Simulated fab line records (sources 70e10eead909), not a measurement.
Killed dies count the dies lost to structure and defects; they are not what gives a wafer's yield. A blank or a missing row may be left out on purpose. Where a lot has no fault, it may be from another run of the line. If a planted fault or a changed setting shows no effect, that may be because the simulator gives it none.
Chamber matching    flow nand_harc    rie_diel-04 running NHARC_A_STAIRCASE_DESCUM_252: 4 sister chambers
The step chemistry O2, time 3 s. 4 wafers are shown with their chamber, then 11 later ones without.

== WAFERS PAIRED WITH THEIR CHAMBERS ==
wafer   chamber  drypump_motor_current_A (A)
L093.3  0        5.5
L092.1  1        5.6
L092.3  3        6.6
L094.2  2        5.3

== WAFERS WHOSE CHAMBER IS MISSING ==
wafer   drypump_motor_current_A (A)
L094.4  5.6
L094.5  5.3
L095.3  5.2
L095.5  6.5
L095.6  5.5
L096.2  5.6
L096.3  5.2
L096.5  6.6
L097.2  5.6
L097.3  5.5
L097.4  6.5

== THE CHAMBER EACH PASSED THROUGH ==
wafer   from the rows above      in truth
L094.4  can't be placed: 1 or 0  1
L094.5  2                        2
L095.3  2                        2
L095.5  3                        3
L095.6  can't be placed: 0 or 1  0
L096.2  can't be placed: 1 or 0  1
L096.3  2                        2
L096.5  3                        3
L097.2  can't be placed: 1 or 0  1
L097.3  can't be placed: 0 or 1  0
L097.4  3                        3
Correctly placed: 6 of 11. These rows do not allow placing 5 (true chamber among the candidates in 5). 0 placed wrongly.
How it was worked out, from the rows above alone: a wafer's distance from a chamber is the root of the sum, over the readings, of the square of ((its reading less the chamber's mean) divided by the reading's scatter). The wafer belongs to the nearest chamber; if the next one is less than 2 further off, it can't be placed. For every chamber, the mean is computed from those of its wafers that are shown. The scatter (one wafer shown for each chamber): square how far every hidden wafer sits from the nearest shown wafer, average those squares and take the square root.
